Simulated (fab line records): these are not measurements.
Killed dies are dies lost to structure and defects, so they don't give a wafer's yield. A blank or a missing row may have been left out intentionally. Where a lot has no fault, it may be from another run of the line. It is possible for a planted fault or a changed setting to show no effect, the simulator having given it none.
Split-lot trial ; flow n5 finfet ; 7 lots, 39 wafers read, on a route of 1938 steps

## ABOUT THE SPLIT
At N5_BEOL_M3_ETCH_64 (etches SOC in N2/H2, target depth 75 nm, overetch 15 nm, time 112.5 s), the setting time s was moved away from the recipe's 112.5 s on 12 of the 39 wafers read, by -21.2% to +51.7%. For the rest of the wafers, this setting stayed at what the recipe calls for.

## FROM THE SPLIT TO THE READING: what the file shows between them, 3 steps
- N5_BEOL_M3_STRIP_65: strips in N2/H2
- N5_BEOL_M3_STRIP_75: strips in N2/H2
- N5_BEOL_M3_STRIP_66: strips in CF4

## THE READING
etch.depth nm (the simulator's own value, which no gauge read), in nm, at N5_BEOL_M3_HM_OPEN_17 (chemistry Cl2/BCl3, target TiN, target depth 20 nm, overetch 6 nm). No usual value for it is given in the file. Across the 27 wafers here that went through the recipe, the average is 20.13 nm and the standard deviation 0.22 nm.

wafer;tool, chamber at the split;time s as run, s;against the recipe;etch.depth nm, nm;against lot-mates on the recipe
L077.1;rie diel-06, 1;88.69;-21.2%;20.02;+0.07
L077.2;rie diel-06, 3,0;112.5;recipe;19.87;-
L077.3;rie diel-06, 2;112.5;recipe;19.99;-
L077.6;rie diel-06, 3,0;112.5;recipe;19.99;-
L077.4;rie diel-06, 0,3;88.69;-21.2%;19.93;-0.02
L077.5;rie diel-06, 0,3;88.69;-21.2%;19.87;-0.08
L078.1;rie diel-03, 2,0;170.4;+51.5%;14.73;-5.52
L078.2;rie diel-03, 3;112.5;recipe;20.09;-
L078.3;rie diel-03, 1;112.5;recipe;20.28;-
L078.4;rie diel-03, 0;112.5;recipe;20.37;-
L078.5;rie diel-03, 2,0;170.4;+51.5%;14.72;-5.53
L078.6;rie diel-03, 1;170.4;+51.5%;14.62;-5.63
L080.1;rie diel-06, 3,0,0,3;112.5;recipe;20.02;-
L080.2;rie diel-06, 3,0,0,3;112.5;recipe;20.09;-
L080.3;rie diel-06, 2;112.5;recipe;19.8;-
L080.4;rie diel-06, 3,0,0,3;112.5;recipe;19.86;-
L080.5;rie diel-06, 3,0,0,3;112.5;recipe;19.95;-
L080.6;rie diel-06, 2;112.5;recipe;19.75;-
L079.1;rie diel-05, 2;112.5;recipe;19.96;-
L079.2;rie diel-05, 3,1,1,3;112.5;recipe;20.36;-
L079.3;rie diel-05, 3,1,1,3;112.5;recipe;20.26;-
L079.4;rie diel-05, 2;112.5;recipe;20.07;-
L079.5;rie diel-05, 3,1,1,3;112.5;recipe;20.39;-
L079.6;rie diel-05, 3,1,1,3;112.5;recipe;20.12;-
L082.1;rie diel-03, 0,1;170.7;+51.7%;14.93;-5.57
L082.2;rie diel-03, 0,1;170.7;+51.7%;15.04;-5.46
L082.3;rie diel-03, 3;170.7;+51.7%;14.97;-5.53
L082.4;rie diel-03, 2;112.5;recipe;20.33;-
L082.5;rie diel-03, 3;112.5;recipe;20.62;-
L082.6;rie diel-03, 2;112.5;recipe;20.55;-
L086.1;rie diel-03, 0,2;112.5;recipe;20.25;-
L086.2;rie diel-03, 0,2;112.5;recipe;20.03;-
L086.3;rie diel-03, 3;146.9;+30.6%;16.63;-3.48
L086.4;rie diel-03, 1;146.9;+30.6%;16.87;-3.24
L086.5;rie diel-03, 2;112.5;recipe;20.04;-
L086.6;rie diel-03, 1;146.9;+30.6%;17.08;-3.03
L087.2;rie diel-05, 1;112.5;recipe;20.21;-
L087.3;rie diel-05, 2;112.5;recipe;20.28;-
L087.6;rie diel-05, 2;112.5;recipe;19.99;-
If several chambers appear in one row, that row covers several wafers at once and the file leaves open which wafer was in which chamber.

FIT RESULTS
A straight line over all 39 wafers: etch.depth nm changes by -0.0908 nm for each +1% of time s; r = -0.95; the points scatter about the line by 0.63 nm.
The same after taking each lot's own level away (the mean of its wafers on the recipe; 39 wafers): -0.0953 nm for each +1%; r = -0.96; scatter 0.58 nm.
The reading moves by 4.9 nm for the largest change in time s, on that fit.
The span of the lots' own levels, 19.912 to 20.500 nm, comes to 2.7 times the standard deviation stated above.
So the lot-to-lot level changes the slope little: the two slopes agree.
Check: -5.15 nm against its lot-mates is what the line predicts for one of the wafers moved furthest among these (+51.7%) when that wafer is left out of the fit. It came out at -5.57 nm against them.

## THE WHOLE CHAIN: every reading that the file lists as answering this split, in the file's order
step;what it does;reading;change (the file's fit);r (the file's)
N5_BEOL_M3_ETCH_64;etches SOC in N2/H2, target depth 75 nm, overetch 15 nm, time 112.5 s;SiARC_of_BEOL_M3_COAT_62.thk nm (the simulator's own value, which no gauge read);-0.0525 nm for each +1% of the setting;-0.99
N5_BEOL_M3_HM_OPEN_17;chemistry Cl2/BCl3, target TiN, target depth 20 nm, overetch 6 nm;etch.depth nm (the simulator's own value, which no gauge read);-0.0999 nm for each +1% of the setting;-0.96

## THE FILE'S OWN FIT
etch.depth nm changes by -0.0999 nm for each +1% of time s, r = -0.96.
